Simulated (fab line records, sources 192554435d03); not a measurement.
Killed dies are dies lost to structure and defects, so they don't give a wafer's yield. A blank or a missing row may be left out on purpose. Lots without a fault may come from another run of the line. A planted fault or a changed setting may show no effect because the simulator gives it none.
Chamber matching | flow n5_finfet | N5_FIN_SAQP_PECVD_47 on pecvd-01: 3 sister chambers
The step deposits a-Si from SiH4/He, target thk 45 nm, time 36.3 s. 6 wafers are shown with their chamber, then 7 later ones without.

WAFERS WITH THEIR CHAMBER
wafer  | chamber | throttle_valve_pct (%) | showerhead_plenum_p_Torr (Torr)
L083.5 | 1       | 18.0                   | 5.60
L086.2 | 2       | 16.3                   | 5.71
L086.3 | 0       | 19.2                   | 5.60
L086.6 | 2       | 15.9                   | 5.70
L091.1 | 0       | 19.1                   | 5.62
L091.4 | 1       | 17.7                   | 5.60

WAFERS WITHOUT THEIR CHAMBER
wafer  | throttle_valve_pct (%) | showerhead_plenum_p_Torr (Torr)
L091.5 | 16.4                   | 5.69
L094.1 | 19.2                   | 5.60
L094.4 | 15.8                   | 5.70
L094.5 | 17.7                   | 5.58
L096.1 | 17.8                   | 5.58
L096.2 | 16.1                   | 5.71
L096.4 | 16.3                   | 5.70

WHICH CHAMBER EACH WENT THROUGH
wafer  | from the rows above | in truth
L091.5 | 2                   | 2
L094.1 | 0                   | 0
L094.4 | 2                   | 2
L094.5 | 1                   | 1
L096.1 | 1                   | 1
L096.2 | 2                   | 2
L096.4 | 2                   | 2
Placed correctly: 7 of 7. Can't be placed from these rows: 0. Placed wrongly: 0.
How it was worked out, from the rows above alone: a wafer's distance from a chamber is the root of the sum, over the readings, of the square of ((its reading less the chamber's mean) divided by the reading's scatter). The wafer belongs to the nearest chamber; if the next one is less than 2 further off, it can't be placed. A chamber's mean is the mean of its shown wafers. The scatter: the root of (the sum of the squares of (reading less its chamber's mean) over the shown wafers, divided by (wafers less chambers)).
